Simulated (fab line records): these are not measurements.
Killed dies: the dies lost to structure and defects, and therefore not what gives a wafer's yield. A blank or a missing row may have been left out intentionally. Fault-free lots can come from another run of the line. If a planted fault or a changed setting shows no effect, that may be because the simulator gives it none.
fab line records + flow n5_finfet
record:
- lots: 6
- wafers: 18
- last_day: 16
route steps=1938 shown MOL_CONTACT_COAG@529 BEOL_M4@1111
lots with no fault: from the same line, run without faults
start_h: hours from the record's opening day to when the first of the lot's shown wafers began + wait_h: hours since the lot's step before + " unchanged from the row above + L1.1+2: a row that stands for several wafers + - no value, or no start given + * or withheld: withheld + < > ~ a bound
route shown NAME@n: names a module that has steps shown in the file, with the first one's number in the route + usual: mean/standard deviation taken from wafers without a fault + same: alike in all rows + chamber/n: place in a boat + sites: each site's reading + _std_site: the standard deviation of these + _edge_site: the outer-site mean with the inner-site mean subtracted + radius_mm: how far each site lies from the wafer's centre + mask NAME#n: copy n + behind: the tool/chamber that last shaped the wafer + hold: why the lot was held/for how many hours/how that ended + device: names the non-switching transistor (n, p or np) + end of line: the route-end tests of the same wafers + where a step has no rows: the recipe by itself + killed: the dies lost at the first sort to structure and to defects; this is not the yield of the wafer + map: dies across one wafer; x = killed, . = not, _ = none there
set.NAME: the setting as run; set.NAME@STEP: as run at that earlier step + model.NAME: the simulator's own value behind a step, which no gauge read
lots at some steps of the route; a table a step, a row a wafer
services: when a tool's chamber went out of use (start_h, in hours from the record's first day, below 0 if earlier), for how many hours, and the reason
== steps ==
step: N5_MOL_CONTACT_COAG_DESCUM_13
recipe:
- chemistry: O2
- time_s: 7
- source_power_w: 50
- bias_power_w: 20
- pressure_mtorr: 20
- rf_frequency_hz: 2.712e+07
- temp_c: 40
- resist: CAR-EUV
- o2_flow_sccm: 225
step: N5_MOL_CONTACT_COAG_ETCH_59
recipe:
- chemistry: N2/H2
- target: underlayer
- target_depth_a: 130
- mask_material: CAR-EUV
- time_s: 10.4
- ion_energy_ev: 200
- pressure_mtorr: 30
- source_w: 840
- bias_w: 150
- n2_flow_sccm: 200
- h2_flow_sccm: 200
- ends: cleared
usual:
- bias_w: 149.9/0.46
- drypump_motor_current_A: 5.8/0.35
- etch_rf_on_time_s: 10.39/0.22
- oes_product_au: 0.70/0.086
- rf_vpp_V: 525.0/2.4
- showerhead_plenum_p_Torr: 2.58/0.079
- throttle_valve_pct: 17.90/0.21
| lot.wafer | tool        | chamber | start_h | wait_h | bias_w | drypump_motor_current_A | etch_rf_on_time_s | oes_product_au | rf_hours_counter_h | rf_vpp_V | showerhead_plenum_p_Torr | throttle_valve_pct |
|-----------|-------------|---------|---------|--------|--------|-------------------------|-------------------|----------------|--------------------|----------|--------------------------|--------------------|
| L766.1    | rie_diel-02 | 0       | 105.87  | 0.0    | 150.4  | 6.0                     | 10.37             | 0.77           | 31                 | 525.4    | 2.59                     | 17.59              |
| L766.2    | "           | 1       | "       | "      | 150.8  | 5.5                     | 10.67             | 0.63           | 179                | 525.9    | 2.61                     | 17.93              |
| L766.5    | "           | 1       | "       | "      | 151.1  | 5.5                     | 10.59             | 0.63           | -                  | 525.4    | 2.61                     | 17.94              |
| L769.2    | rie_diel-06 | 0       | 118.13  | 0.0    | 149.5  | 6.2                     | 10.00             | 0.84           | 2                  | 523.9    | 2.49                     | 18.02              |
| L769.4    | "           | 2       | "       | "      | 149.8  | 5.7                     | 10.14             | 0.80           | -                  | 523.0    | 2.50                     | 17.81              |
| L769.6    | "           | 0       | "       | "      | 149.8  | 6.2                     | 9.98              | 0.83           | -                  | 521.1    | 2.50                     | 18.03              |
| L770.1    | rie_diel-01 | 1       | 123.77  | 0.0    | 149.7  | 6.0                     | 10.53             | 0.59           | 232                | 523.8    | 2.51                     | 18.08              |
| L770.2    | "           | 2       | "       | "      | 150.1  | 5.9                     | 10.67             | 0.61           | 209                | 526.1    | 2.61                     | 17.87              |
| L770.3    | "           | 0       | "       | "      | 150.2  | 6.0                     | 10.25             | 0.75           | 29                 | 528.9    | 2.71                     | 17.76              |
| L779.3    | rie_diel-01 | 2       | 178.06  | 0.0    | 149.6  | 5.9                     | 10.56             | 0.60           | 229                | 525.9    | 2.60                     | 17.89              |
| L779.4    | "           | 3       | "       | "      | 150.0  | 5.3                     | 10.28             | 0.75           | -                  | 528.1    | 2.68                     | 17.86              |
| L779.5    | "           | 0       | "       | "      | 149.4  | 6.1                     | 10.37             | 0.73           | -                  | 528.2    | 2.70                     | 17.79              |
| L780.2    | rie_diel-01 | 3       | 182.82  | 0.0    | 150.5  | 5.3                     | 10.14             | 0.76           | 27                 | 528.4    | 2.68                     | 17.87              |
| L780.3    | "           | 2       | "       | "      | 150.0  | 5.9                     | 10.75             | 0.60           | 231                | 525.5    | 2.60                     | 17.90              |
| L780.6    | "           | 2       | "       | "      | 149.7  | 5.9                     | 10.71             | 0.59           | -                  | 526.3    | 2.60                     | 17.90              |
| L781.2    | rie_diel-01 | 3       | 192.07  | 0.0    | 150.2  | 5.3                     | 10.27             | 0.75           | 31                 | 527.1    | 2.68                     | 17.84              |
| L781.3    | "           | 2       | "       | "      | 149.5  | 5.9                     | 10.61             | 0.60           | 235                | 524.7    | 2.60                     | 17.91              |
| L781.6    | "           | 2       | "       | "      | 149.1  | 5.9                     | 10.76             | 0.59           | -                  | 527.5    | 2.60                     | 17.93              |
step: N5_MOL_CONTACT_COAG_ETCH_105
recipe:
- chemistry: CF4
- target: SiARC
- target_depth_a: 156
- mask_material: CAR-EUV
- time_s: 26
- ion_energy_ev: 80
- pressure_mtorr: 40
- source_w: 545
- bias_w: 36
- Ar_flow_sccm: 100
- cf4_flow_sccm: 100
- ends: cleared
usual:
- bias_w: 36.00/0.11
- drypump_motor_current_A: 5.8/0.36
- etch_rf_on_time_s: 26.0/0.54
- oes_product_au: 0.70/0.086
- rf_vpp_V: 184.5/1.2
- showerhead_plenum_p_Torr: 2.18/0.067
- throttle_valve_pct: 15.62/0.25
| lot.wafer | tool        | chamber | start_h | wait_h | bias_w | drypump_motor_current_A | etch_rf_on_time_s | oes_product_au | rf_hours_counter_h | rf_vpp_V | showerhead_plenum_p_Torr | throttle_valve_pct |
|-----------|-------------|---------|---------|--------|--------|-------------------------|-------------------|----------------|--------------------|----------|--------------------------|--------------------|
| L766.1    | rie_diel-02 | 0       | 105.89  | 0.0    | 35.80  | 6.0                     | 25.9              | 0.76           | 31                 | 184.6    | 2.17                     | 15.26              |
| L766.2    | "           | 1       | "       | "      | 36.13  | 5.5                     | 26.3              | 0.64           | 179                | 186.4    | 2.23                     | 16.02              |
| L766.5    | "           | 1       | "       | "      | 36.04  | 5.5                     | 26.4              | 0.63           | -                  | 185.1    | 2.23                     | 16.02              |
| L769.2    | rie_diel-06 | 0       | 118.15  | 0.0    | 36.04  | 6.2                     | 25.0              | 0.84           | 2                  | 185.6    | 2.11                     | 15.59              |
| L769.4    | "           | 2       | "       | "      | 35.86  | 5.7                     | 25.7              | 0.80           | -                  | 183.0    | 2.10                     | 15.40              |
| L769.6    | "           | 0       | "       | "      | 36.03  | 6.2                     | 25.1              | 0.84           | -                  | 183.3    | 2.11                     | 15.58              |
| L770.1    | rie_diel-01 | 1       | 123.79  | 0.0    | 35.98  | 6.1                     | 26.5              | 0.60           | 232                | 183.5    | 2.10                     | 15.77              |
| L770.2    | "           | 2       | "       | "      | 36.18  | 5.9                     | 26.4              | 0.61           | 209                | 184.3    | 2.20                     | 15.72              |
| L770.3    | "           | 0       | "       | "      | 35.93  | 6.0                     | 25.8              | 0.76           | 29                 | 186.5    | 2.27                     | 15.41              |
| L779.3    | rie_diel-01 | 2       | 178.08  | 0.0    | 35.95  | 5.9                     | 26.8              | 0.59           | 229                | 184.9    | 2.19                     | 15.73              |
| L779.4    | "           | 3       | "       | "      | 35.89  | 5.3                     | 25.5              | 0.76           | -                  | 186.3    | 2.28                     | 15.68              |
| L779.5    | "           | 0       | "       | "      | 35.77  | 6.1                     | 25.7              | 0.73           | -                  | 185.2    | 2.26                     | 15.44              |
| L780.2    | rie_diel-01 | 3       | 182.84  | 0.0    | 35.99  | 5.3                     | 25.4              | 0.77           | 27                 | 186.0    | 2.28                     | 15.70              |
| L780.3    | "           | 2       | "       | "      | 35.88  | 5.9                     | 26.9              | 0.59           | 231                | 184.7    | 2.19                     | 15.76              |
| L780.6    | "           | 2       | "       | "      | 35.97  | 5.9                     | 26.7              | 0.59           | -                  | 184.5    | 2.19                     | 15.76              |
| L781.2    | rie_diel-01 | 3       | 192.09  | 0.0    | 35.97  | 5.3                     | 25.3              | 0.76           | 31                 | 185.1    | 2.28                     | 15.71              |
| L781.3    | "           | 2       | "       | "      | 35.91  | 5.9                     | 26.5              | 0.60           | 235                | 183.3    | 2.19                     | 15.78              |
| L781.6    | "           | 2       | "       | "      | 35.90  | 5.9                     | 26.8              | 0.59           | -                  | 184.5    | 2.19                     | 15.75              |
step: N5_MOL_CONTACT_COAG_ETCH_106
recipe:
- chemistry: N2/H2
- target: SOC
- target_depth_a: 800
- overetch_a: 160
- mask_material: SiARC
- temp_c: 40
- time_s: 120
- ion_energy_ev: 200
- pressure_mtorr: 30
- source_w: 840
- bias_w: 150
- n2_flow_sccm: 200
- h2_flow_sccm: 200
step: N5_MOL_CONTACT_COAG_STRIP_107
recipe:
- chemistry: N2/H2
- temp_c: 40
- n2_flow_sccm: 200
- h2_flow_sccm: 200
- rf_frequency_hz: 6e+07
step: N5_MOL_CONTACT_COAG_STRIP_108
recipe:
- chemistry: N2/H2
- temp_c: 40
- n2_flow_sccm: 200
- h2_flow_sccm: 200
- rf_frequency_hz: 6e+07
step: N5_MOL_CONTACT_COAG_CONTACT_ETCH_14
recipe:
- chemistry: C4F6/O2
- target: SiO2
- target_depth_a: 275
- overetch_a: 85
- mask_material: SOC
- pressure_mtorr: 30
- source_w: 370
- bias_w: 185
- Ar_flow_sccm: 300
- C4F6_flow_sccm: 16
- O2_flow_sccm: 10
- time_s: 20
- ion_energy_ev: 259.6
usual:
- bias_w: 185.0/0.52
- drypump_motor_current_A: 5.8/0.35
- oes_product_au: 0.70/0.08
- rf_vpp_V: 694.3/3
- showerhead_plenum_p_Torr: 2.92/0.085
- throttle_valve_pct: 21.30/0.24
| lot.wafer | tool        | chamber | start_h | wait_h | bias_w | drypump_motor_current_A | oes_product_au | rf_hours_counter_h | rf_vpp_V | showerhead_plenum_p_Torr | throttle_valve_pct |
|-----------|-------------|---------|---------|--------|--------|-------------------------|----------------|--------------------|----------|--------------------------|--------------------|
| L766.1    | rie_diel-02 | 0       | 106.02  | 0.0    | 185.7  | 6.0                     | 0.75           | 31                 | 693.5    | 2.93                     | 21.00              |
| L766.2    | "           | 1       | "       | "      | 186.1  | 5.5                     | 0.64           | 179                | 697.1    | 2.99                     | 21.65              |
| L766.5    | "           | 1       | "       | "      | 185.5  | 5.5                     | 0.63           | -                  | 695.4    | 2.99                     | 21.65              |
| L769.2    | rie_diel-06 | 0       | 118.28  | 0.0    | 185.7  | 6.2                     | 0.82           | 2                  | 691.5    | 2.83                     | 21.36              |
| L769.4    | "           | 2       | "       | "      | 184.8  | 5.7                     | 0.79           | -                  | 691.0    | 2.83                     | 21.11              |
| L769.6    | "           | 0       | "       | "      | 184.9  | 6.2                     | 0.82           | -                  | 691.7    | 2.83                     | 21.37              |
| L770.1    | rie_diel-01 | 1       | 123.92  | 0.0    | 184.3  | 6.1                     | 0.61           | 232                | 692.2    | 2.84                     | 21.39              |
| L770.2    | "           | 2       | "       | "      | 185.6  | 5.9                     | 0.62           | 209                | 696.0    | 2.97                     | 21.40              |
| L770.3    | "           | 0       | "       | "      | 184.5  | 6.0                     | 0.75           | 29                 | 697.8    | 3.03                     | 20.99              |
| L779.3    | rie_diel-01 | 2       | 178.21  | 0.0    | 184.4  | 5.9                     | 0.60           | 229                | 696.0    | 2.96                     | 21.44              |
| L779.4    | "           | 3       | "       | "      | 184.9  | 5.3                     | 0.75           | -                  | 698.2    | 3.05                     | 21.42              |
| L779.5    | "           | 0       | "       | "      | 185.4  | 6.0                     | 0.72           | -                  | 697.1    | 3.02                     | 21.01              |
| L780.2    | rie_diel-01 | 3       | 182.96  | 0.0    | 185.2  | 5.3                     | 0.74           | 27                 | 698.5    | 3.05                     | 21.41              |
| L780.3    | "           | 2       | "       | "      | 185.8  | 5.9                     | 0.60           | 231                | 694.3    | 2.96                     | 21.42              |
| L780.6    | "           | 2       | "       | "      | 185.2  | 5.9                     | 0.60           | -                  | 696.0    | 2.96                     | 21.43              |
| L781.2    | rie_diel-01 | 3       | 192.22  | 0.0    | 184.6  | 5.3                     | 0.74           | 31                 | 699.1    | 3.05                     | 21.43              |
| L781.3    | "           | 2       | "       | "      | 185.0  | 5.9                     | 0.60           | 235                | 695.2    | 2.96                     | 21.45              |
| L781.6    | "           | 2       | "       | "      | 185.5  | 5.9                     | 0.60           | -                  | 697.2    | 2.96                     | 21.44              |
step: N5_MOL_CONTACT_COAG_STRIP_109
recipe:
- chemistry: C4F6/O2
- resist: SiARC
- rf_frequency_hz: 6e+07
step: N5_MOL_CONTACT_COAG_ETCH_15
recipe:
- chemistry: CH3F/O2
- target: SiNx
- target_depth_a: 70
- mask_material: SOC
- stop_on: Si:P
- over_etch_frac: 0.75
- ion_energy_ev: 120
- pressure_mtorr: 30
- source_w: 395
- bias_w: 73
- Ar_flow_sccm: 150
- CH3F_flow_sccm: 30
- O2_flow_sccm: 20
usual:
- CH3F_flow_sccm: 30.00/0.088
- bias_w: 72.98/0.22
- drypump_motor_current_A: 5.8/0.35
- oes_product_au: 0.60/0.068
- rf_vpp_V: 301/3.8
- showerhead_plenum_p_Torr: 2.03/0.063
- throttle_valve_pct: 16.35/0.24
same:
- over_etch_frac: 0.75
| lot.wafer | tool        | chamber | start_h | wait_h | CH3F_flow_sccm | bias_w | drypump_motor_current_A | oes_product_au | rf_hours_counter_h | rf_vpp_V | showerhead_plenum_p_Torr | throttle_valve_pct |
|-----------|-------------|---------|---------|--------|----------------|--------|-------------------------|----------------|--------------------|----------|--------------------------|--------------------|
| L766.1    | rie_diel-02 | 0       | 106.05  | 0.0    | 29.90          | 72.55  | 6.0                     | 0.66           | 31                 | 299      | 2.04                     | 16.02              |
| L766.2    | "           | 1       | "       | "      | 30.03          | 73.11  | 5.5                     | 0.55           | 179                | 296      | 2.08                     | 16.72              |
| L766.5    | "           | 1       | "       | "      | 29.92          | 73.07  | 5.5                     | 0.55           | -                  | 298      | 2.08                     | 16.72              |
| L769.2    | rie_diel-06 | 0       | 118.31  | 0.0    | 29.99          | 72.99  | 6.2                     | 0.69           | 2                  | 302      | 1.96                     | 16.35              |
| L769.4    | "           | 2       | "       | "      | 29.97          | 72.93  | 5.7                     | 0.67           | -                  | 300      | 1.96                     | 16.13              |
| L769.6    | "           | 0       | "       | "      | 29.84          | 72.73  | 6.2                     | 0.70           | -                  | 301      | 1.96                     | 16.32              |
| L770.1    | rie_diel-01 | 1       | 123.96  | 0.0    | 29.87          | 73.17  | 6.1                     | 0.52           | 232                | 305      | 1.97                     | 16.50              |
| L770.2    | "           | 2       | "       | "      | 29.87          | 72.92  | 5.9                     | 0.53           | 209                | 303      | 2.07                     | 16.51              |
| L770.3    | "           | 0       | "       | "      | 29.99          | 72.98  | 6.0                     | 0.65           | 29                 | 297      | 2.11                     | 16.06              |
| L779.3    | rie_diel-01 | 2       | 178.25  | 0.0    | 29.98          | 73.06  | 5.9                     | 0.52           | 229                | 303      | 2.06                     | 16.52              |
| L779.4    | "           | 3       | "       | "      | 29.99          | 72.77  | 5.3                     | 0.64           | -                  | 298      | 2.13                     | 16.40              |
| L779.5    | "           | 0       | "       | "      | 30.08          | 72.92  | 6.0                     | 0.62           | -                  | 298      | 2.11                     | 16.10              |
| L780.2    | rie_diel-01 | 3       | 183.00  | 0.0    | 30.15          | 72.97  | 5.3                     | 0.64           | 27                 | 298      | 2.13                     | 16.40              |
| L780.3    | "           | 2       | "       | "      | 30.12          | 72.97  | 5.9                     | 0.52           | 231                | 303      | 2.06                     | 16.54              |
| L780.6    | "           | 2       | "       | "      | 30.00          | 73.13  | 5.9                     | 0.52           | -                  | 303      | 2.06                     | 16.55              |
| L781.2    | rie_diel-01 | 3       | 192.26  | 0.0    | 30.15          | 73.19  | 5.3                     | 0.64           | 31                 | 298      | 2.13                     | 16.42              |
| L781.3    | "           | 2       | "       | "      | 30.05          | 72.97  | 5.9                     | 0.52           | 235                | 303      | 2.06                     | 16.54              |
| L781.6    | "           | 2       | "       | "      | 30.01          | 73.16  | 5.9                     | 0.52           | -                  | 303      | 2.06                     | 16.55              |
step: N5_MOL_CONTACT_COAG_ETCH_110
recipe:
- chemistry: CF4/O2
- target: Si
- target_depth_a: 25
- time_s: 8
- pressure_mtorr: 100
- source_w: 200
- bias_w: 12
- ion_energy_ev: 60
- Ar_flow_sccm: 100
- cf4_flow_sccm: 100
- O2_flow_sccm: 10
usual:
- bias_w: 12.00/0.035
- drypump_motor_current_A: 5.8/0.35
- oes_product_au: 0.82/0.1
- rf_vpp_V: 129.4/2
- showerhead_plenum_p_Torr: 2.26/0.068
- throttle_valve_pct: 10.72/0.3
| lot.wafer | tool        | chamber | start_h | wait_h | bias_w | drypump_motor_current_A | oes_product_au | rf_hours_counter_h | rf_vpp_V | showerhead_plenum_p_Torr | throttle_valve_pct |
|-----------|-------------|---------|---------|--------|--------|-------------------------|----------------|--------------------|----------|--------------------------|--------------------|
| L766.1    | rie_diel-02 | 0       | 106.11  | 0.0    | 12.03  | 6.0                     | 0.89           | 31                 | 127.3    | 2.25                     | 10.39              |
| L766.2    | "           | 1       | "       | "      | 11.93  | 5.5                     | 0.73           | 179                | 129.1    | 2.31                     | 11.17              |
| L766.5    | "           | 1       | "       | "      | 11.90  | 5.5                     | 0.74           | -                  | 128.2    | 2.31                     | 11.16              |
| L769.2    | rie_diel-06 | 0       | 118.37  | 0.0    | 12.03  | 6.2                     | 0.98           | 2                  | 130.5    | 2.19                     | 10.55              |
| L769.4    | "           | 2       | "       | "      | 11.95  | 5.7                     | 0.92           | -                  | 129.3    | 2.18                     | 10.42              |
| L769.6    | "           | 0       | "       | "      | 12.01  | 6.2                     | 0.97           | -                  | 128.9    | 2.19                     | 10.55              |
| L770.1    | rie_diel-01 | 1       | 124.02  | 0.0    | 12.03  | 6.0                     | 0.70           | 232                | 131.4    | 2.19                     | 11.01              |
| L770.2    | "           | 2       | "       | "      | 12.01  | 5.9                     | 0.72           | 209                | 128.7    | 2.28                     | 10.93              |
| L770.3    | "           | 0       | "       | "      | 12.00  | 6.0                     | 0.90           | 29                 | 127.7    | 2.35                     | 10.47              |
| L779.3    | rie_diel-01 | 2       | 178.31  | 0.0    | 11.97  | 5.9                     | 0.69           | 229                | 129.7    | 2.28                     | 11.01              |
| L779.4    | "           | 3       | "       | "      | 12.01  | 5.3                     | 0.88           | -                  | 127.1    | 2.37                     | 10.67              |
| L779.5    | "           | 0       | "       | "      | 11.96  | 6.0                     | 0.86           | -                  | 127.7    | 2.34                     | 10.52              |
| L780.2    | rie_diel-01 | 3       | 183.06  | 0.0    | 12.03  | 5.3                     | 0.89           | 27                 | 127.2    | 2.36                     | 10.66              |
| L780.3    | "           | 2       | "       | "      | 12.01  | 5.9                     | 0.69           | 231                | 131.2    | 2.27                     | 11.02              |
| L780.6    | "           | 2       | "       | "      | 12.05  | 5.9                     | 0.69           | -                  | 130.6    | 2.27                     | 10.99              |
| L781.2    | rie_diel-01 | 3       | 192.32  | 0.0    | 12.04  | 5.3                     | 0.88           | 31                 | 129.0    | 2.36                     | 10.69              |
| L781.3    | "           | 2       | "       | "      | 12.00  | 5.9                     | 0.70           | 235                | 129.7    | 2.27                     | 11.03              |
| L781.6    | "           | 2       | "       | "      | 11.99  | 5.9                     | 0.69           | -                  | 130.2    | 2.27                     | 11.02              |
step: N5_MOL_CONTACT_COAG_STRIP_98
recipe:
- chemistry: N2/H2
- power_w: 500
- temp_c: 40
- pressure_mtorr: 50
- rf_frequency_hz: 6e+07
- overash_fraction: 0.3
- bias_power_w: 8
- h2_frac: 0.5
- n2_flow_sccm: 300
- h2_flow_sccm: 300
step: N5_MOL_CONTACT_COAG_CD_MEAS_99
recipe:
- target_cd_nm: 17.2
- polarity: opening
usual:
- cd_nm: 17.1/0.33
| lot.wafer | tool      | chamber | start_h | wait_h | cd_nm |
|-----------|-----------|---------|---------|--------|-------|
| L766.1    | cd_sem-02 | -       | 106.23  | -      | 16.7  |
| L766.2    | "         | -       | "       | "      | 16.8  |
| L766.5    | "         | -       | "       | "      | 17.2  |
| L769.2    | cd_sem-01 | -       | 118.50  | -      | 17.3  |
| L769.4    | "         | -       | "       | "      | 17.2  |
| L769.6    | "         | -       | "       | "      | 17.4  |
| L770.1    | cd_sem-03 | -       | 124.13  | -      | 17.6  |
| L770.2    | "         | -       | "       | "      | 17.1  |
| L770.3    | "         | -       | "       | "      | 17.2  |
| L779.3    | cd_sem-01 | -       | 178.43  | -      | 17.0  |
| L779.4    | "         | -       | "       | "      | 17.3  |
| L779.5    | "         | -       | "       | "      | 16.9  |
| L780.2    | cd_sem-03 | -       | 183.18  | -      | 17.3  |
| L780.3    | "         | -       | "       | "      | 17.2  |
| L780.6    | "         | -       | "       | "      | 16.9  |
| L781.2    | cd_sem-02 | -       | 192.44  | -      | 17.3  |
| L781.3    | "         | -       | "       | "      | 17.1  |
| L781.6    | "         | -       | "       | "      | 17.8  |
step: N5_MOL_CONTACT_COAG_IMPLANT_129
recipe:
- species: Ge
- energy_kev: 3
- dose_cm2: 6e+14
- tilt_deg: 0
- rotation_deg: 0
usual:
- beam_energy_keV: 3.0002/0.00087
- end_station_pressure_torr: 5.96e-06/2.9e-07
| lot.wafer | tool         | chamber | start_h | wait_h | beam_energy_keV | end_station_pressure_torr | model.implant.rp_nm | model.implant.drp_nm |
|-----------|--------------|---------|---------|--------|-----------------|---------------------------|---------------------|----------------------|
| L766.1    | implanter-02 | 0       | 106.27  | 0.0    | 3.0005          | 6.08e-06                  | 6.273               | 2.134                |
| L766.2    | "            | 0       | "       | "      | 3.0006          | 5.63e-06                  | 6.273               | 2.134                |
| L766.5    | "            | 0       | "       | "      | 3.0010          | 5.75e-06                  | 6.273               | 2.134                |
| L769.2    | implanter-01 | 0       | 118.56  | 0.1    | 3.0012          | 6.02e-06                  | 6.194               | 2.134                |
| L769.4    | "            | 0       | "       | "      | 2.9984          | 5.74e-06                  | 6.194               | 2.134                |
| L769.6    | "            | 0       | "       | "      | 3.0004          | 6.18e-06                  | 6.194               | 2.134                |
| L770.1    | implanter-02 | 0       | 124.17  | 0.0    | 2.9998          | 6.36e-06                  | 6.15                | 2.134                |
| L770.2    | "            | 0       | "       | "      | 3.0000          | 5.89e-06                  | 6.15                | 2.134                |
| L770.3    | "            | 0       | "       | "      | 2.9994          | 5.69e-06                  | 6.15                | 2.134                |
| L779.3    | implanter-01 | 0       | 178.52  | 0.1    | 6.6543          | 1.049e-05                 | 9.549               | 3.516                |
| L779.4    | "            | 0       | "       | "      | 6.6539          | 1.048e-05                 | 9.549               | 3.516                |
| L779.5    | "            | 0       | "       | "      | 6.6540          | 1.074e-05                 | 9.549               | 3.516                |
| L780.2    | implanter-02 | 0       | 183.58  | 0.4    | 3.0003          | 5.49e-06                  | 6.227               | 2.134                |
| L780.3    | "            | 0       | "       | "      | 3.0009          | 5.32e-06                  | 6.227               | 2.134                |
| L780.6    | "            | 0       | "       | "      | 3.0012          | 6.1e-06                   | 6.227               | 2.134                |
| L781.2    | implanter-01 | 0       | 192.50  | 0.1    | 6.6530          | 1.093e-05                 | 9.559               | 3.516                |
| L781.3    | "            | 0       | "       | "      | 6.6545          | 1.102e-05                 | 9.559               | 3.516                |
| L781.6    | "            | 0       | "       | "      | 6.6535          | 1.078e-05                 | 9.559               | 3.516                |
step: N5_MOL_CONTACT_COAG_PRECLEAN_111
recipe:
- chemistry: NF3:NH3
- afs_cycles: 1
- temp_c: 30
- time_s: 20
- sublimation_temp_c: 180
- sublimation_time_s: 60
- pressure_torr: 3
- rf_power_w: 30
step: N5_BEOL_M4_RC_MEAS_101
usual:
- DIBL_N: 36.9/1.7
- DIBL_P: 37.3/2.3
- IOFF_N: 0.16/0.033
- IOFF_P: 0.22/0.04
- ION_N: 673/12
- ION_P: 463/8
- SS_N: 71.6/0.58
- SS_P: 73.4/0.74
- VT_N: 250/3.2
- VT_P: -250/3.4
| lot.wafer | tool      | chamber | start_h | wait_h | DIBL_N[mV/V] | DIBL_P[mV/V] | IOFF_N[nA/um] | IOFF_P[nA/um] | ION_N[uA/um] | ION_P[uA/um] | SS_N[mV/dec] | SS_P[mV/dec] | VT_N[mV] | VT_P[mV] |
|-----------|-----------|---------|---------|--------|--------------|--------------|---------------|---------------|--------------|--------------|--------------|--------------|----------|----------|
| L766.1    | prober-02 | 0       | 190.37  | 0.0    | 37.6         | 39.8         | 0.20          | 0.28          | 680          | 467          | 71.6         | 73.9         | 248      | -246     |
| L766.2    | "         | 0       | "       | "      | 34.8         | 36.0         | 0.14          | 0.21          | 681          | 471          | 70.7         | 72.6         | 252      | -249     |
| L766.5    | "         | 0       | "       | "      | 34.5         | 35.8         | 0.14          | 0.21          | 660          | 462          | 71.7         | 72.4         | 251      | -246     |
| L769.2    | prober-01 | 0       | 199.22  | 0.2    | 36.1         | 34.8         | 0.16          | 0.18          | 673          | 453          | 71.5         | 72.3         | 251      | -256     |
| L769.4    | "         | 0       | "       | "      | 35.4         | 34.3         | 0.14          | 0.18          | 664          | 453          | 71.2         | 73.9         | 253      | -256     |
| L769.6    | "         | 0       | "       | "      | 34.9         | 33.6         | 0.15          | 0.17          | 675          | 452          | 70.8         | 72.5         | 249      | -254     |
| L770.1    | prober-02 | 0       | 204.65  | 0.0    | 35.0         | 37.2         | 0.14          | 0.22          | 662          | 457          | 71.4         | 73.2         | 252      | -251     |
| L770.2    | "         | 0       | "       | "      | 35.8         | 37.4         | 0.16          | 0.22          | 672          | 461          | 70.9         | 73.7         | 248      | -250     |
| L770.3    | "         | 0       | "       | "      | 35.9         | 38.2         | 0.16          | 0.22          | 679          | 470          | 70.7         | 73.6         | 249      | -250     |
| L779.3    | prober-01 | 0       | 262.24  | 0.3    | 38.3         | 40.4         | 0.18          | 0.24          | 672          | 462          | 72.2         | 73.9         | 249      | -250     |
| L779.4    | "         | 0       | "       | "      | 37.6         | 38.3         | 0.16          | 0.21          | 660          | 451          | 72.2         | 73.1         | 251      | -255     |
| L779.5    | "         | 0       | "       | "      | 36.4         | 37.0         | 0.13          | 0.18          | 657          | 459          | 72.2         | 73.1         | 257      | -253     |
| L780.2    | prober-02 | 0       | 267.31  | 0.2    | 34.5         | 35.0         | 0.13          | 0.19          | 674          | 469          | 71.5         | 73.1         | 253      | -251     |
| L780.3    | "         | 0       | "       | "      | 36.7         | 37.1         | 0.17          | 0.23          | 669          | 458          | 72.0         | 73.7         | 248      | -250     |
| L780.6    | "         | 0       | "       | "      | 34.3         | 34.2         | 0.13          | 0.19          | 662          | 455          | 71.2         | 73.2         | 251      | -252     |
| L781.2    | prober-01 | 0       | 274.04  | 0.2    | 31.0         | 31.9         | 0.10          | 0.13          | 655          | 455          | 70.2         | 71.4         | 255      | -255     |
| L781.3    | "         | 0       | "       | "      | 34.2         | 35.3         | 0.14          | 0.17          | 661          | 449          | 71.2         | 72.3         | 250      | -253     |
| L781.6    | "         | 0       | "       | "      | 33.9         | 34.6         | 0.13          | 0.18          | 666          | 456          | 71.1         | 73.0         | 250      | -253     |
== services ==
| tool         | chamber | start_h | hours | kind                          |
|--------------|---------|---------|-------|-------------------------------|
| rie_diel-01  | 3       | 85.99   | -     | clean                         |
| rie_diel-01  | 3       | 85.99   | -     | consumable_replace:focus_ring |
| rie_diel-01  | 3       | 85.99   | -     | consumable_replace:showerhead |
| rie_diel-01  | 3       | 85.99   | 19.1  | scheduled_down                |
| rie_diel-01  | 3       | 85.99   | 19.1  | vent_cycle                    |
| rie_diel-01  | -       | 86.10   | 14.6  | pm                            |
| rie_diel-06  | 0       | 89.21   | 9.2   | repair                        |
| rie_diel-02  | 3       | 93.61   | -     | clean                         |
| rie_diel-02  | 3       | 93.61   | -     | consumable_replace:focus_ring |
| rie_diel-02  | 3       | 93.61   | 30.6  | scheduled_down                |
| rie_diel-02  | 3       | 93.61   | 30.6  | vent_cycle                    |
| rie_diel-06  | 0       | 98.67   | -     | clean                         |
| rie_diel-06  | 0       | 98.67   | -     | consumable_replace:focus_ring |
| implanter-01 | -       | 142.46  | 17.0  | pm                            |
| rie_diel-02  | 2       | 171.75  | 5.4   | repair                        |
| rie_diel-01  | 1       | 172.90  | -     | clean                         |
| rie_diel-01  | 1       | 172.90  | -     | consumable_replace:focus_ring |
| rie_diel-01  | 1       | 172.90  | 20.6  | scheduled_down                |
| rie_diel-01  | 1       | 172.90  | 20.6  | vent_cycle                    |
| implanter-02 | -       | 178.04  | 0.7   | repair                        |
| implanter-02 | -       | 179.59  | 2.7   | pm                            |
| implanter-01 | -       | 182.43  | 5.2   | pm                            |
| implanter-02 | -       | 184.97  | 4.1   | repair                        |
| rie_diel-01  | -       | 189.34  | 0.3   | repair                        |
== key ==
first_sign:
- step: N5_MOL_CONTACT_COAG_IMPLANT_129
- reading: beam_energy_keV
- direction: up
- sigmas: 99+
- usual: 3.0002
- struck: 6.6539
effect:
- step: N5_MOL_CONTACT_COAG_IMPLANT_129
- reading: end_station_pressure_torr
- direction: up
- sigmas: 17
- usual: 5.96e-06
- struck: 1.074e-05
model_effect:
- step: N5_MOL_CONTACT_COAG_IMPLANT_129
- value: implant.rp_nm
- without: 6.022
- struck: 9.554
met_at N5_MOL_CONTACT_COAG_IMPLANT_129
struck_wafers L779.3,L779.4,L779.5,L781.2,L781.3,L781.6
onset_between 118.56 178.52
fault:
- kind: process_parameter_drift
- tool: implanter-01
- chamber: -
- onset_h: 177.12
- steps: N5_MOL_CONTACT_COAG_IMPLANT_129
- channel: energy_kev
- offset: 3.6535
- shape: step
- end_h: 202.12
- acts_in: these_recipes_only
- stated: 3
